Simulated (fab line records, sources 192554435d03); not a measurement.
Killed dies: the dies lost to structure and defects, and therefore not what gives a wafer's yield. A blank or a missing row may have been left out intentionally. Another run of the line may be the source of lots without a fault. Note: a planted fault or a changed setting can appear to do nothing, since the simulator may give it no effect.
2 desks, one fault -- flow n5_finfet -- what lay behind the numbers comes last; until then each desk has only its own

== TOOL OWNER'S DESK, ald_sin-04 ==
The tool's own readings at N5_MOL_CONTACT_COAG_ALD_133 (deposits SiO2, target thk 5 nm, pulse time 1 s, co reactant pulse time 1 s): means of the sampled wafers that have a number, for each lot that ran on this tool. Any lot whose mean is over 4 standard deviations away from the usual mean is out of limits and marked OUT; that distance is given in the brackets.
Columns: A = chamber_pressure_Torr at N5_MOL_CONTACT_COAG_ALD_133, usual 2.000 Torr; B = heater_power_w at N5_MOL_CONTACT_COAG_ALD_133, usual 80 W; C = precursor_pulse_height_rel at N5_MOL_CONTACT_COAG_ALD_133, usual 1.002
lot,first seen here,A,B,C
L758,day 6 15:17,1.998,80,1.006
L762,day 7 09:48,2.001,84,1.006
L769,day 9 01:22,2.000,82,0.995
L770,day 9 07:57,2.008,84,0.999
L773,day 10 00:03,2.001,80,1.007
This desk's finding: nothing out of limits on any of the 5 lots.

== FROM THE METROLOGY DESK ==
What the gauges read for every lot (on any tool): the sampled wafers with a number, averaged. Any lot whose mean is over 4 standard deviations away from the usual mean is out of limits and marked OUT; that distance is given in the brackets. It has 10 readings; the 7 that lie furthest out on some lot are the ones shown.
Columns: A = DIBL_N at N5_BEOL_M4_RC_MEAS_101, usual 36.0 mV/V; B = DIBL_P at N5_BEOL_M4_RC_MEAS_101, usual 35.9 mV/V; C = IOFF_N at N5_BEOL_M4_RC_MEAS_101, usual 0.16 nA/um; D = IOFF_P at N5_BEOL_M4_RC_MEAS_101, usual 0.21 nA/um; E = ION_P at N5_BEOL_M4_RC_MEAS_101, usual 463 uA/um; F = VT_N at N5_BEOL_M4_RC_MEAS_101, usual 250 mV; G = VT_P at N5_BEOL_M4_RC_MEAS_101, usual -251 mV
lot,first seen here,A,B,C,D,E,F,G
L757,day 9 00:44,33.1,32.1,0.11,0.15,459,258,-255
L758,day 9 03:22,36.0,35.7,0.16,0.20,461,249,-251
L762,day 9 23:51,36.3,35.0,0.14,0.17,450,256,-256
L769,day 11 22:24,36.0,37.5,0.18,0.24,470,246,-246
L770,day 12 03:14,37.6,39.1,0.19,0.26,472,245,-246
L774,day 13 02:10,34.2,33.8,0.14,0.22,464,252,-248
L773,day 13 06:02,34.1,34.3,0.13,0.18,458,253,-254
L775,day 13 18:15,36.0,38.0,0.19,0.23,465,245,-251
L776,day 13 18:21,35.8,37.2,0.18,0.26,477,245,-246
This desk's finding: nothing out of limits on any of the 9 lots.

== ALL TOGETHER ==
Nothing out of limits was seen by the tool owner's desk.
At the metrology desk, nothing out of limits was observed.

== WHAT HAD BEEN PUT IN BY THE SIMULATOR ==
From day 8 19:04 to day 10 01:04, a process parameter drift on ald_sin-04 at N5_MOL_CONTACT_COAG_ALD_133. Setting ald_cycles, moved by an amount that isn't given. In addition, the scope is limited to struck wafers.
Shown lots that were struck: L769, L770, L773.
